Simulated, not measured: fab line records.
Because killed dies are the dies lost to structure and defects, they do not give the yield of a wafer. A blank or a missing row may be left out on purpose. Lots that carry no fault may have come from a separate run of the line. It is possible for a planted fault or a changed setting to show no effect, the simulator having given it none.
Comparing a struck lot with a sound one | flow n5 finfet | 17 steps out of a route of 1938
Sound: wafers L867.2, L867.3, L867.5. Wafers L885.2, L885.3, L885.5 were the ones struck. The cause comes at the end.
For every step that has rows: the tool of each side, followed by ch and its chambers, followed by its first start. Under that, the readings that differ: sound wafers | struck wafers | difference of the means | sigmas: that difference in standard deviations of wafers without a fault.
alike: words and numbers the same on both sides, and readings whose means are apart by under 2 such deviations; not compared: readings that were withheld, readings missing a value for some wafer, numbers with overlapping values and no deviation given by the record, and bounds like >300 which may hide the same value.
Wherever a step has rows on one side only, a row that says differs or no value, or a row with sigmas, the two part there. Numbers that don't overlap but have no deviation are shown without sigmas and don't part them. A reading missing from all wafers of one side parts the sides only when that side holds two or more wafers.

N5_SDB_OVL_MEAS_12:
  sound on overlay-02 ch 0, day 4 08:19; struck on overlay-01 ch 0, day 8 18:45
  alike: SDB_OVL
N5_SDB_INSPECT_13: inspects for defects (brightfield).
  sound: defect inspect-01 at day 4 08:20; struck: defect inspect-02 at day 8 18:46
  alike: raw defect count
then, 2 steps without rows for these wafers: N5_SDB_DESCUM_16 (chemistry O2, time 7.9 s); N5_SDB_ETCH_17 (etches SiARC in CF4, target depth 23.4 nm, time 39 s).
N5_SDB_ETCH_18: etches SOC in N2/H2, target depth 100 nm, overetch 20 nm, time 150 s.
  sound on rie diel-03 ch 0,2,3, day 4 08:28; struck on rie diel-01 ch 1,2,3, day 8 19:11
  alike: bias w, drypump motor current A, oes product au, rf vpp V, showerhead plenum p Torr, throttle valve pct
  not compared: rf hours counter h
then, 1 step without rows for these wafers: N5_SDB_STRIP_19 (strips in N2/H2).
N5_SDB_STRIP_21: strips in CF4.
  sound on rie diel-03 ch 0,2,3, day 4 08:36; struck on rie diel-01 ch 1,2,3, day 8 19:19
  alike: cf4 flow sccm, drypump motor current A, oes product au, rf vpp V, showerhead plenum p Torr, throttle valve pct
  not compared: rf hours counter h
N5_SDB_HM_OPEN_20: chemistry CH3F/O2, target SiNx, stops on poly-Si, target depth 24 nm.
  sound on rie diel-03 ch 0,2,3, day 4 08:37; struck on rie diel-01 ch 1,2,3, day 8 19:20
  alike: O2_flow_sccm, drypump motor current A, oes product au, rf vpp V, showerhead plenum p Torr, throttle valve pct
  not compared: rf hours counter h
N5_SDB_STRIP_22: strips in N2/H2.
  sound on plasma asher-01 ch 0, day 4 08:42; struck on plasma asher-01 ch 0,1, day 8 19:26
  alike: drypump motor current A, heater power w, oes product au, strip time to endpoint s
  not compared: rf hours counter h
then, 2 steps without rows for these wafers: N5_SDB_PRECLEAN_23 (cleans in dHF, time 30 s); N5_SDB_DUMMY_REMOVE_24 (chemistry TMAH, target poly-Si, stops on SiO2, target depth 142 nm, time 57 s, rinse time 30 s).
N5_SDB_ETCH_25: etches SiO2 in C4F6/O2, target depth 10 nm, time 3.3 s.
  sound on rie diel-06 ch 0,3, day 4 08:55; struck on rie diel-06 ch 0,1, day 8 19:40
  alike: O2_flow_sccm, bias w, drypump motor current A, oes product au, rf vpp V, showerhead plenum p Torr, throttle valve pct
  not compared: rf hours counter h
N5_SDB_CUT_ETCH_26: etches Si in HBr/Cl2/O2, target depth 129.6 nm, bt time 20 s, time 51.8 s.
  sound on rie si-02 ch 0,2, day 4 09:02; struck on rie si-04 ch 0,2, day 8 19:44
  reading                                 | sound             | struck            | difference | sigmas
  throttle valve pct (%)                  | 37.9 37.2 37.9    | 36.9 37.0 37.0    | -0.7       | -2
  model.SDB.feature depth nm (nm)         | 131.6 134.8 130.2 | 117.4 120.6 121.2 | -12.5      |
  model.etch.depth nm (nm)                | 131.7 134.7 130.3 | 117.4 120.7 121.3 | -12.4      |
  model.SiNx_of_SDB_HM_DEP_00.thk nm (nm) | 22.8 21.6 22.2    | 25.8 25.6 27      | +3.9       |
  alike: O2_flow_sccm, drypump motor current A, oes product au
  not compared: bias w, rf hours counter h
N5_SDB_PRECLEAN_38: cleans in dHF, time 10 s.
  sound on wet bench-02 ch 0,4,7, day 4 09:09; struck on wet bench-02 ch 4,5,6, day 8 19:52
  reading                                 | sound        | struck         | difference | sigmas
  model.SiNx_of_SDB_HM_DEP_00.thk nm (nm) | 22.8 21.6 22 | 25.8 25.6 26.8 | +3.9       |
  alike: bath heat duty pct
then, 1 step without rows for these wafers: N5_SDB_PRECLEAN_39 (cleans in O3/DIW, time 45 s).
-- the record jumps here: 5 days lie between the struck wafers' starts before and after (it left off in module SDB and takes up again in module BEOL_M4, whose first step shown is number 1111 of the route) --
N5_BEOL_M4_RC_MEAS_101:
  sound on prober-02 ch 0, day 8 01:28; struck on prober-01 ch 0, day 13 12:56
  alike: DIBL_N, DIBL_P, IOFF_N, IOFF_P, ION_N, ION_P, SS_N, SS_P, VT_N, VT_P
-- here the record skips 4 days between the struck wafers' starts before and after, leaving off in module BEOL_M4 and picking up in module PASSIVATION (first step shown: number 1936 of the route) --
N5_PASSIVATION_PROBE_49:
  sound: prober-01 at day 12 00:07; struck: prober-02 at day 17 20:27
  alike: defect limited yield, killed_at_M0_to_M3, killed_at_M4_up, killed at contacts, killed at front end, killed at other, killed dies, killed open, killed short, sort_bin_5_function, sort_bin_6_memory, sort_bin_8_speed, sort n pass, sort yield pct

WHERE THEY PART
N5_SDB_CUT_ETCH_26 only, going by this record. Later steps at which nothing parts them and some readings are alike: N5_SDB_PRECLEAN_38, N5_BEOL_M4_RC_MEAS_101, N5_PASSIVATION_PROBE_49.

WHY: the cause the simulator had injected
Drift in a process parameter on rie si-04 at N5_SDB_CUT_ETCH_26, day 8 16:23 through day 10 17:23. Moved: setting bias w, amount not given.
